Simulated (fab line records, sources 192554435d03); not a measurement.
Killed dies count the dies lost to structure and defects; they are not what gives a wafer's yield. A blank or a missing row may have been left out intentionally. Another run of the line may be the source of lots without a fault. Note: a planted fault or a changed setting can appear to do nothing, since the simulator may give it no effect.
A struck lot beside a sound one | flow n5 finfet | 27 out of 1938 route steps
Sound: these wafers, L991.1, L991.4, L991.6. Wafers struck: L111.2, L111.4, L111.6. The cause comes at the end.
For every step that has rows: the tool of each side, followed by ch and its chambers, followed by its first start. Under that, the readings that differ: sound wafers | struck wafers | difference of the means | sigmas: that difference in standard deviations of wafers without a fault.
alike: words and numbers the same on both sides, and readings whose means are apart by under 2 such deviations; not compared: readings that were withheld, readings missing a value for some wafer, numbers with overlapping values and no deviation given by the record, and bounds like >300 which may hide the same value.
Wherever a step has rows on one side only, a row that says differs or no value, or a row with sigmas, the two part there. When numbers do not overlap yet have no deviation, they are printed without sigmas and do not part them. A reading that every wafer of one side lacks parts them only if that side has two wafers or more.

first, 10 steps without rows for these wafers: N5_BEOL_M3_DESCUM_16 (chemistry O2, time 7 s); N5_BEOL_M3_ETCH_74 (etches underlayer in N2/H2, target depth 6.5 nm, time 5.2 s); N5_BEOL_M3_ETCH_63 (etches SiARC in CF4, target depth 15.6 nm, time 26 s); N5_BEOL_M3_ETCH_64 (etches SOC in N2/H2, target depth 75 nm, overetch 15 nm, time 112.5 s); N5_BEOL_M3_STRIP_65 (strips in N2/H2); N5_BEOL_M3_STRIP_75 (strips in N2/H2); N5_BEOL_M3_STRIP_66 (strips in CF4); N5_BEOL_M3_HM_OPEN_17 (chemistry Cl2/BCl3, target TiN, target depth 20 nm, overetch 6 nm); N5_BEOL_M3_STRIP_19 (strips in O2); N5_BEOL_M3_COAT_67 (time 60 s, resist thk 60 nm).
N5_BEOL_M3_COAT_68: time 60 s, resist thk 12 nm.
  sound on litho track-02 ch 0, day 7 08:25; struck on litho track-02 ch 0, day 12 21:32
  reading                                    | sound                | struck               | difference | sigmas
  spin speed rpm (rpm)                       | 1500.9 1499.6 1498.7 | 1770.2 1769.2 1769.7 | +270.0     | +99 or more
  model.SiARC_of_BEOL_M3_COAT_68.thk nm (nm) | 12 12 12             | 11 11 11             | -1         |
then, 9 steps without rows for these wafers: N5_BEOL_M3_COAT_76 (time 60 s, resist thk 5 nm); N5_BEOL_M3_COAT_22 (resist thk 30 nm); N5_BEOL_M3_EBR_24; N5_BEOL_M3_SOFTBAKE_23 (time 60 s); N5_BEOL_M3_EXPOSE_25 (exposes mask V2, defocus 5 nm); N5_BEOL_M3_PEB_26 (peb time 60 s); N5_BEOL_M3_DEVELOP_27 (develop time 30 s); N5_BEOL_M3_DESCUM_33 (chemistry O2, time 7 s); N5_BEOL_M3_ETCH_77 (etches underlayer in N2/H2, target depth 6.5 nm, time 5.2 s).
N5_BEOL_M3_ETCH_69: etches SiARC in CF4, target depth 15.6 nm, time 26 s.
  sound on rie diel-03 ch 1,3, day 7 08:53; struck on rie diel-06 ch 0,3, day 12 21:59
  reading                  | sound             | struck            | difference | sigmas
  model.etch.depth nm (nm) | 12.03 12.04 12.04 | 11.03 11.03 11.01 | -1.01      |
  alike: drypump motor current A, etch rf on time s, oes product au, rf vpp V, showerhead plenum p Torr, throttle valve pct
  not compared: rf hours counter h
then, 2 steps without rows for these wafers: N5_BEOL_M3_ALD_98 (deposits SiO2, target thk 2.5 nm, pulse time 1 s, co reactant pulse time 1 s); N5_BEOL_M3_ETCHBACK_99 (etches SiO2 in CHF3, target depth 5 nm, time 10.4 s).
N5_BEOL_M3_ETCH_70: etches SOC in N2/H2, target depth 80 nm, overetch 16 nm, time 120 s.
  sound on rie diel-05 ch 0,1,3, day 7 15:49; struck on rie diel-05 ch 1,2,3, day 13 01:05
  reading                                    | sound       | struck  | difference | sigmas
  model.SiARC_of_BEOL_M3_COAT_68.thk nm (nm) | 6.2 6.6 6.2 | 6 5 5.6 | -1         |
  alike: drypump motor current A, oes product au, rf vpp V, showerhead plenum p Torr, temp c, throttle valve pct
  not compared: rf hours counter h
then, 1 step without rows for these wafers: N5_BEOL_M3_STRIP_71 (strips in N2/H2).
N5_BEOL_M4_RC_MEAS_101:
  sound on prober-02 ch 0, day 8 08:02; struck on prober-01 ch 0, day 13 22:01
  alike: DIBL_N, DIBL_P, IOFF_N, IOFF_P, ION_N, ION_P, SS_N, SS_P, VT_N, VT_P
-- the record jumps here: 5 days lie between the struck wafers' starts before and after (it left off in module BEOL_M4 and takes up again in module PASSIVATION, whose first step shown is number 1936 of the route) --
N5_PASSIVATION_PROBE_49:
  sound on prober-01 at day 12 21:59; struck on prober-02 at day 18 21:41
  alike: defect limited yield, killed_at_M0_to_M3, killed_at_M4_up, killed at contacts, killed at front end, killed at other, killed dies, killed on rim, killed open, killed short, sort_bin_5_function, sort_bin_6_memory, sort_bin_8_speed, sort n pass, sort yield pct

## WHERE THEY PART
N5_BEOL_M3_COAT_68 only, going by this record. Later steps at which nothing parts them and some readings are alike: N5_BEOL_M3_ETCH_69, N5_BEOL_M3_ETCH_70, N5_BEOL_M4_RC_MEAS_101, N5_PASSIVATION_PROBE_49.

WHY: whatever the simulator had introduced
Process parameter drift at N5_BEOL_M3_COAT_68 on litho track-02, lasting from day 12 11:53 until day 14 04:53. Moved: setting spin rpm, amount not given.
